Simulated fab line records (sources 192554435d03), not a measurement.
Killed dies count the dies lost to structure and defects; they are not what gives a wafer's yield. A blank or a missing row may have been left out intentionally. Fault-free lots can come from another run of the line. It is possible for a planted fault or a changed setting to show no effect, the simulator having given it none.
A single fault, viewed from 3 desks -- flow n5_finfet -- each desk has only its own numbers; what lay behind them comes last

== THE DEFECT DESK ==
Lot by lot, what the route's inspections counted, given as the mean of those sampled wafers with a number. If a lot's mean is further than 4 standard deviations from the usual mean, the lot is out of limits and carries the mark OUT (the distance appears in the brackets).
Columns: A = raw_defect_count at N5_BEOL_M4_INSPECT_30, usual 417
lot,first seen here,A
L177,day 9 07:21,580
L180,day 10 08:17,368
L192,day 13 09:07,395
L194,day 13 09:21,445
L195,day 14 00:29,365
Finding of this desk: none of the 5 lots has anything out of limits.

== THE TOOL OWNER'S DESK: rie_diel-01 ==
The tool's own readings at N5_BEOL_M4_ETCHBACK_99 (etches SiO2 in CHF3, target depth 5 nm, time 10.4 s): means of the sampled wafers that have a number, for each lot that ran on this tool. If a lot's mean is further than 4 standard deviations from the usual mean, the lot is out of limits and carries the mark OUT (the distance appears in the brackets).
Columns: A = drypump_motor_current_A at N5_BEOL_M4_ETCHBACK_99, usual 5.8 A; B = oes_product_au at N5_BEOL_M4_ETCHBACK_99, usual 0.85 a.u.; C = rf_vpp_V at N5_BEOL_M4_ETCHBACK_99, usual 244 V; D = showerhead_plenum_p_Torr at N5_BEOL_M4_ETCHBACK_99, usual 2.16 Torr; E = throttle_valve_pct at N5_BEOL_M4_ETCHBACK_99, usual 17.02 %
lot,first seen here,A,B,C,D,E
L177,day 9 21:02,5.7,0.88,246,2.17,17.01
L180,day 10 19:36,5.8,0.69,238,2.10,16.90
Finding of this desk: none of the 2 lots has anything out of limits.

== AT THE METROLOGY DESK ==
Lot by lot, what the gauges showed, no matter which tool ran the lot: averages of those sampled wafers that carry a number. If a lot's mean is further than 4 standard deviations from the usual mean, the lot is out of limits and carries the mark OUT (the distance appears in the brackets). Shown here are 7 of its 12 readings, the ones lying furthest out on some lot.
Columns: A = cd_nm at N5_BEOL_M4_CD_MEAS_28, usual 26.21 nm; B = DIBL_N at N5_BEOL_M4_RC_MEAS_101, usual 36.1 mV/V; C = DIBL_P at N5_BEOL_M4_RC_MEAS_101, usual 35.8 mV/V; D = ION_N at N5_BEOL_M4_RC_MEAS_101, usual 677 uA/um; E = ION_P at N5_BEOL_M4_RC_MEAS_101, usual 465 uA/um; F = VT_N at N5_BEOL_M4_RC_MEAS_101, usual 249 mV; G = VT_P at N5_BEOL_M4_RC_MEAS_101, usual -250 mV
lot,first seen here,A,B,C,D,E,F,G
L177,day 9 07:16,26.31,36.5,35.8,676,470,249,-249
L180,day 10 08:12,26.43,35.5,35.6,663,454,252,-253
L192,day 13 09:02,26.42,34.4,33.9,674,465,250,-252
L194,day 13 09:16,26.06,36.3,36.2,685,466,249,-249
L195,day 14 00:24,26.41,36.4,37.4,674,462,248,-251
Finding of this desk: none of the 5 lots has anything out of limits.

== PUT TOGETHER ==
The defect desk saw nothing out of limits.
The tool owner's desk saw nothing out of limits.
At the metrology desk, nothing out of limits was observed.

== WHAT THE SIMULATOR HAD INSERTED ==
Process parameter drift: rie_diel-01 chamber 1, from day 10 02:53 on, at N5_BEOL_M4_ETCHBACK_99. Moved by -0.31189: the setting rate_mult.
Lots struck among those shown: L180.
